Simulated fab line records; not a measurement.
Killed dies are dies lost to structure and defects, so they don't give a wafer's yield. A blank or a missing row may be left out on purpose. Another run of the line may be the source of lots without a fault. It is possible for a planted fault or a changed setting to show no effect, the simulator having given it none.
Which tool is to blame? / flow n5_finfet / 11 lots, 32 wafers sampled, at 5 steps of a route of 1938

## WHAT EACH GAUGE READ, for each wafer
N5_BEOL_M4_RC_MEAS_101. Usual: DIBL_N 36.1 mV/V, standard deviation 2; DIBL_P 36.3 mV/V, standard deviation 2.4; IOFF_N 0.15 nA/um, standard deviation 0.035; IOFF_P 0.21 nA/um, standard deviation 0.039; ION_N 672 uA/um, standard deviation 15; ION_P 463 uA/um, standard deviation 9.7; SS_N 71.5 mV/dec, standard deviation 0.7; SS_P 73.2 mV/dec, standard deviation 0.75; VT_N 251 mV, standard deviation 3.6; VT_P -250 mV, standard deviation 3.8.
lot=L823; measured=day 8 06:25; on=prober-01; DIBL_N (mV/V)=33.8 35.8 36.9; DIBL_P (mV/V)=33.2 36.5 37.2; IOFF_N (nA/um)=0.12 0.14 0.15; IOFF_P (nA/um)=0.18 0.22 0.24; ION_N (uA/um)=676 670 669; ION_P (uA/um)=466 468 466; SS_N (mV/dec)=70.3 71.2 71.5; SS_P (mV/dec)=72.8 73.4 73.8; VT_N (mV)=255 252 253; VT_P (mV)=-252 -247 -248; flag=
lot=L824; measured=day 8 06:00; on=prober-02; DIBL_N (mV/V)=39.4 36.0 39.1; DIBL_P (mV/V)=40.9 36.5 40.4; IOFF_N (nA/um)=0.23 0.15 0.22; IOFF_P (nA/um)=0.26 0.19 0.26; ION_N (uA/um)=693 689 707; ION_P (uA/um)=469 470 475; SS_N (mV/dec)=72.7 71.2 72.4; SS_P (mV/dec)=73.6 72.8 74.9; VT_N (mV)=245 248 247; VT_P (mV)=-249 -252 -249; flag=
lot=L827; measured=day 9 04:03; on=prober-01; DIBL_N (mV/V)=34.1 37.2 35.7; DIBL_P (mV/V)=36.1 39.6 36.1; IOFF_N (nA/um)=0.14 0.17 0.15; IOFF_P (nA/um)=0.20 0.26 0.19; ION_N (uA/um)=670 664 660; ION_P (uA/um)=461 463 458; SS_N (mV/dec)=71.1 71.7 72.0; SS_P (mV/dec)=72.7 73.7 72.8; VT_N (mV)=248 250 251; VT_P (mV)=-250 -250 -252; flag=
lot=L829; measured=day 9 14:43; on=prober-02; DIBL_N (mV/V)=39.7 37.9 37.7; DIBL_P (mV/V)=39.7 38.4 38.9; IOFF_N (nA/um)=0.20 0.16 0.17; IOFF_P (nA/um)=0.22 0.20 0.20; ION_N (uA/um)=671 676 669; ION_P (uA/um)=456 462 453; SS_N (mV/dec)=72.8 72.7 72.5; SS_P (mV/dec)=74.2 73.3 73.7; VT_N (mV)=247 250 249; VT_P (mV)=-252 -257 -253; flag=
lot=L831; measured=day 9 22:42; on=prober-02; DIBL_N (mV/V)=35.3 35.2; DIBL_P (mV/V)=35.3 34.5; IOFF_N (nA/um)=0.12 0.12; IOFF_P (nA/um)=0.18 0.16; ION_N (uA/um)=657 653; ION_P (uA/um)=461 458; SS_N (mV/dec)=71.7 71.4; SS_P (mV/dec)=73.2 73.0; VT_N (mV)=255 254; VT_P (mV)=-255 -257; flag=
lot=L833; measured=day 10 05:26; on=prober-01; DIBL_N (mV/V)=34.6 36.7 38.2; DIBL_P (mV/V)=34.5 38.1 38.4; IOFF_N (nA/um)=0.12 0.17 0.17; IOFF_P (nA/um)=0.15 0.21 0.20; ION_N (uA/um)=653 671 670; ION_P (uA/um)=442 457 453; SS_N (mV/dec)=72.0 72.0 71.8; SS_P (mV/dec)=72.8 73.1 73.3; VT_N (mV)=256 248 253; VT_P (mV)=-254 -253 -254; flag=
lot=L835; measured=day 11 06:01; on=prober-01; DIBL_N (mV/V)=36.2 38.2 35.7; DIBL_P (mV/V)=35.9 37.9 34.8; IOFF_N (nA/um)=0.16 0.21 0.16; IOFF_P (nA/um)=0.22 0.26 0.21; ION_N (uA/um)=670 703 683; ION_P (uA/um)=471 478 461; SS_N (mV/dec)=71.7 71.6 71.2; SS_P (mV/dec)=73.3 73.4 72.6; VT_N (mV)=251 245 249; VT_P (mV)=-246 -245 -251; flag=
lot=L837; measured=day 11 12:26; on=prober-02; DIBL_N (mV/V)=37.0 34.1 35.9; DIBL_P (mV/V)=37.2 33.6 35.8; IOFF_N (nA/um)=0.17 0.12 0.15; IOFF_P (nA/um)=0.24 0.17 0.21; ION_N (uA/um)=696 655 687; ION_P (uA/um)=474 457 474; SS_N (mV/dec)=71.3 70.9 70.9; SS_P (mV/dec)=72.7 72.2 73.0; VT_N (mV)=247 253 252; VT_P (mV)=-248 -253 -252; flag=
lot=L846; measured=day 13 18:54; on=prober-02; DIBL_N (mV/V)=37.6 35.1 38.3; DIBL_P (mV/V)=36.7 33.4 38.3; IOFF_N (nA/um)=0.17 0.13 0.19; IOFF_P (nA/um)=0.24 0.19 0.27; ION_N (uA/um)=673 661 701; ION_P (uA/um)=467 461 481; SS_N (mV/dec)=71.1 70.7 71.2; SS_P (mV/dec)=74.5 72.1 73.5; VT_N (mV)=249 252 247; VT_P (mV)=-247 -249 -243; flag=

## EACH LOT AND THE TOOL THAT RAN IT (in order: tool; ch and the chambers of the sampled wafers; start)
lot=L823; N5_HKMG_FIN_ALD_21=ald_metal-04 ch 0,1, day 4 09:16; N5_HKMG_FIN_ALD_72=cvd_w-01 ch 0,1, day 4 09:37; N5_HKMG_FIN_W_FILL_22=cvd_w-01 ch 0,1, day 4 09:41; N5_HKMG_FIN_CMP_94=cmp-02 ch 1,2,3, day 4 10:20
lot=L824; N5_HKMG_FIN_ALD_21=ald_metal-04 ch 0,2, day 4 11:10; N5_HKMG_FIN_ALD_72=cvd_w-01 ch 0,1, day 4 11:32; N5_HKMG_FIN_W_FILL_22=cvd_w-01 ch 0,1, day 4 11:35; N5_HKMG_FIN_CMP_94=cmp-02 ch 0,2, day 4 12:11
lot=L827; N5_HKMG_FIN_ALD_21=ald_metal-03 ch 0,1,3, day 5 07:11; N5_HKMG_FIN_ALD_72=cvd_w-02 ch 0,1, day 5 07:33; N5_HKMG_FIN_W_FILL_22=cvd_w-02 ch 0,1, day 5 07:37; N5_HKMG_FIN_CMP_94=cmp-02 ch 0,1,3, day 5 08:12
lot=L829; N5_HKMG_FIN_ALD_21=ald_metal-03 ch 0,1,3, day 5 21:10; N5_HKMG_FIN_ALD_72=cvd_w-01 ch 0,1, day 5 21:33; N5_HKMG_FIN_W_FILL_22=cvd_w-01 ch 0,1, day 5 21:36; N5_HKMG_FIN_CMP_94=cmp-01 ch 0,1, day 5 22:11
lot=L831; N5_HKMG_FIN_ALD_21=ald_metal-04 ch 0,1, day 6 04:00; N5_HKMG_FIN_ALD_72=cvd_w-01 ch 0,1, day 6 04:22; N5_HKMG_FIN_W_FILL_22=cvd_w-01 ch 0,1, day 6 04:26; N5_HKMG_FIN_CMP_94=cmp-02 ch 1,3, day 6 05:02
lot=L833; N5_HKMG_FIN_ALD_21=ald_metal-03 ch 0,1,2, day 6 17:46; N5_HKMG_FIN_ALD_72=cvd_w-01 ch 0,1, day 6 18:08; N5_HKMG_FIN_W_FILL_22=cvd_w-01 ch 0,1, day 6 18:13; N5_HKMG_FIN_CMP_94=cmp-01 ch 1,2,3, day 6 18:52
lot=L835; N5_HKMG_FIN_ALD_21=ald_metal-03 ch 0,1,2, day 7 10:58; N5_HKMG_FIN_ALD_72=cvd_w-01 ch 0,1, day 7 11:19; N5_HKMG_FIN_W_FILL_22=cvd_w-01 ch 0,1, day 7 11:23; N5_HKMG_FIN_CMP_94=cmp-01 ch 0,1,3, day 7 12:11
lot=L837; N5_HKMG_FIN_ALD_21=ald_metal-01 ch 0,1,3, day 7 20:01; N5_HKMG_FIN_ALD_72=cvd_w-01 ch 0,1, day 7 20:23; N5_HKMG_FIN_W_FILL_22=cvd_w-01 ch 0,1, day 7 20:26; N5_HKMG_FIN_CMP_94=cmp-03 ch 2,3, day 7 21:02
lot=L836; N5_HKMG_FIN_ALD_21=ald_metal-03 ch 1,2,3, day 7 20:45; N5_HKMG_FIN_ALD_72=cvd_w-02 ch 0,1, day 7 21:07; N5_HKMG_FIN_W_FILL_22=cvd_w-02 ch 0,1, day 7 21:10; N5_HKMG_FIN_CMP_94=cmp-03 ch 0,2,3, day 7 21:46
lot=L838; N5_HKMG_FIN_ALD_21=ald_metal-04 ch 2,3, day 8 09:05; N5_HKMG_FIN_ALD_72=cvd_w-02 ch 0,1, day 8 09:26; N5_HKMG_FIN_W_FILL_22=cvd_w-02 ch 0,1, day 8 09:30; N5_HKMG_FIN_CMP_94=cmp-02 ch 0,1,3, day 8 10:07
lot=L846; N5_HKMG_FIN_ALD_21=ald_metal-01 ch 0,1, day 10 02:16; N5_HKMG_FIN_ALD_72=cvd_w-01 ch 0,1, day 10 02:38; N5_HKMG_FIN_W_FILL_22=cvd_w-01 ch 0,1, day 10 02:41; N5_HKMG_FIN_CMP_94=cmp-01 ch 2,3, day 10 03:18
- N5_HKMG_FIN_ALD_21: deposits TiN, target thk 1.5 nm, pulse time 1 s, purge time 3 s.
- N5_HKMG_FIN_ALD_72: deposits W, target thk 2 nm, pulse time 1 s, purge time 2 s.
- N5_HKMG_FIN_W_FILL_22: material W, target thk 60 nm, time 18.2 s.
- N5_HKMG_FIN_CMP_94: polishes, stops on SiNx, t overpolish 4.7 s, target thk 43.299 nm.

## WHAT THE TOOLS THEMSELVES READ (means of the sampled wafers that have a number; where no wafer has one, the mark that the record gives instead)
N5_HKMG_FIN_ALD_21. Usual: chamber_pressure_Torr 3.000 Torr, standard deviation 0.0068; heater_power_w 911 W, standard deviation 130; precursor_pulse_height_rel 1.000, standard deviation 0.019.
lot=L823; tool=ald_metal-04; chamber_pressure_Torr (Torr)=2.995; heater_power_w (W)=966; precursor_pulse_height_rel=0.989; flag=
lot=L824; tool=ald_metal-04; chamber_pressure_Torr (Torr)=2.993; heater_power_w (W)=1042; precursor_pulse_height_rel=0.999; flag=
lot=L827; tool=ald_metal-03; chamber_pressure_Torr (Torr)=2.999; heater_power_w (W)=910; precursor_pulse_height_rel=0.987; flag=
lot=L829; tool=ald_metal-03; chamber_pressure_Torr (Torr)=3.003; heater_power_w (W)=911; precursor_pulse_height_rel=0.990; flag=
lot=L831; tool=ald_metal-04; chamber_pressure_Torr (Torr)=2.994; heater_power_w (W)=964; precursor_pulse_height_rel=1.006; flag=
lot=L833; tool=ald_metal-03; chamber_pressure_Torr (Torr)=2.998; heater_power_w (W)=913; precursor_pulse_height_rel=0.998; flag=
lot=L835; tool=ald_metal-03; chamber_pressure_Torr (Torr)=3.002; heater_power_w (W)=914; precursor_pulse_height_rel=0.997; flag=
lot=L837; tool=ald_metal-01; chamber_pressure_Torr (Torr)=3.002; heater_power_w (W)=868; precursor_pulse_height_rel=0.988; flag=
lot=L836; tool=ald_metal-03; chamber_pressure_Torr (Torr)=-; heater_power_w (W)=-; precursor_pulse_height_rel=-; flag=OFF
lot=L838; tool=ald_metal-04; chamber_pressure_Torr (Torr)=-; heater_power_w (W)=-; precursor_pulse_height_rel=-; flag=OFF
lot=L846; tool=ald_metal-01; chamber_pressure_Torr (Torr)=3.002; heater_power_w (W)=1046; precursor_pulse_height_rel=0.997; flag=

N5_HKMG_FIN_ALD_72. Usual: chamber_pressure_Torr 7.501 Torr, standard deviation 0.016; heater_power_w 535 W, standard deviation 91; precursor_pulse_height_rel 1.000, standard deviation 0.018.
lot=L823; tool=cvd_w-01; chamber_pressure_Torr (Torr)=7.507; heater_power_w (W)=527; precursor_pulse_height_rel=1.000; flag=
lot=L824; tool=cvd_w-01; chamber_pressure_Torr (Torr)=7.495; heater_power_w (W)=587; precursor_pulse_height_rel=0.998; flag=
lot=L827; tool=cvd_w-02; chamber_pressure_Torr (Torr)=7.504; heater_power_w (W)=447; precursor_pulse_height_rel=0.999; flag=
lot=L829; tool=cvd_w-01; chamber_pressure_Torr (Torr)=7.493; heater_power_w (W)=576; precursor_pulse_height_rel=0.990; flag=
lot=L831; tool=cvd_w-01; chamber_pressure_Torr (Torr)=7.504; heater_power_w (W)=550; precursor_pulse_height_rel=1.001; flag=
lot=L833; tool=cvd_w-01; chamber_pressure_Torr (Torr)=7.502; heater_power_w (W)=526; precursor_pulse_height_rel=0.999; flag=
lot=L835; tool=cvd_w-01; chamber_pressure_Torr (Torr)=7.502; heater_power_w (W)=530; precursor_pulse_height_rel=0.982; flag=
lot=L837; tool=cvd_w-01; chamber_pressure_Torr (Torr)=7.517; heater_power_w (W)=525; precursor_pulse_height_rel=1.001; flag=
lot=L836; tool=cvd_w-02; chamber_pressure_Torr (Torr)=7.488; heater_power_w (W)=453; precursor_pulse_height_rel=1.005; flag=
lot=L838; tool=cvd_w-02; chamber_pressure_Torr (Torr)=7.500; heater_power_w (W)=490; precursor_pulse_height_rel=0.995; flag=
lot=L846; tool=cvd_w-01; chamber_pressure_Torr (Torr)=7.489; heater_power_w (W)=582; precursor_pulse_height_rel=0.982; flag=

N5_HKMG_FIN_W_FILL_22. Usual: heater_power_w 961 W, standard deviation 160; throttle_valve_pct 20.8 %, standard deviation 1.7.
lot=L823; tool=cvd_w-01; heater_power_w (W)=945; throttle_valve_pct (%)=21.9; flag=
lot=L824; tool=cvd_w-01; heater_power_w (W)=1053; throttle_valve_pct (%)=21.2; flag=
lot=L827; tool=cvd_w-02; heater_power_w (W)=797; throttle_valve_pct (%)=18.4; flag=
lot=L829; tool=cvd_w-01; heater_power_w (W)=1047; throttle_valve_pct (%)=21.2; flag=
lot=L831; tool=cvd_w-01; heater_power_w (W)=1007; throttle_valve_pct (%)=21.6; flag=
lot=L833; tool=cvd_w-01; heater_power_w (W)=951; throttle_valve_pct (%)=22.1; flag=
lot=L835; tool=cvd_w-01; heater_power_w (W)=951; throttle_valve_pct (%)=22.2; flag=
lot=L837; tool=cvd_w-01; heater_power_w (W)=945; throttle_valve_pct (%)=22.2; flag=
lot=L836; tool=cvd_w-02; heater_power_w (W)=801; throttle_valve_pct (%)=18.7; flag=
lot=L838; tool=cvd_w-02; heater_power_w (W)=871; throttle_valve_pct (%)=18.9; flag=
lot=L846; tool=cvd_w-01; heater_power_w (W)=1051; throttle_valve_pct (%)=21.5; flag=

N5_HKMG_FIN_CMP_94. Usual: head_pressure_psi 3.999 psi, standard deviation 0.008; motor_current_A 12.7 A, standard deviation 1.2.
lot=L823; tool=cmp-02; head_pressure_psi (psi)=3.990; motor_current_A (A)=12.5; flag=
lot=L824; tool=cmp-02; head_pressure_psi (psi)=4.003; motor_current_A (A)=13.5; flag=
lot=L827; tool=cmp-02; head_pressure_psi (psi)=3.998; motor_current_A (A)=11.4; flag=
lot=L829; tool=cmp-01; head_pressure_psi (psi)=3.996; motor_current_A (A)=12.8; flag=
lot=L831; tool=cmp-02; head_pressure_psi (psi)=3.992; motor_current_A (A)=11.3; flag=
lot=L833; tool=cmp-01; head_pressure_psi (psi)=4.002; motor_current_A (A)=12.6; flag=
lot=L835; tool=cmp-01; head_pressure_psi (psi)=3.997; motor_current_A (A)=12.4; flag=
lot=L837; tool=cmp-03; head_pressure_psi (psi)=3.993; motor_current_A (A)=13.5; flag=
lot=L836; tool=cmp-03; head_pressure_psi (psi)=4.000; motor_current_A (A)=13.3; flag=
lot=L838; tool=cmp-02; head_pressure_psi (psi)=3.995; motor_current_A (A)=11.5; flag=
lot=L846; tool=cmp-01; head_pressure_psi (psi)=3.999; motor_current_A (A)=12.9; flag=

## THE ANSWER, worked out from the rows above alone
Rule: take the mean of a lot's wafers that have a number; if it is more than 3 standard deviations from the usual mean, the lot is off. A lot without any number at a reading at which 4 lots or more have one is off too. All remaining lots with rows at the step are treated as sound. Order of review: gauges by route order, followed by the tools' own readings, for which a lot's mean as printed above is used. At the first step where some lot is off, the reading lying furthest off is the one used; lots without a number count as furthest.
Off at N5_HKMG_FIN_ALD_21 (chamber_pressure_Torr): L836, L838. Without a number there: L836, L838.
A tool fits if, at that step or a process step before it, it ran every lot that is off, and no sound lot after the first of them. No candidate that was tried fits.

## WHAT THE SIMULATOR HAD INSERTED
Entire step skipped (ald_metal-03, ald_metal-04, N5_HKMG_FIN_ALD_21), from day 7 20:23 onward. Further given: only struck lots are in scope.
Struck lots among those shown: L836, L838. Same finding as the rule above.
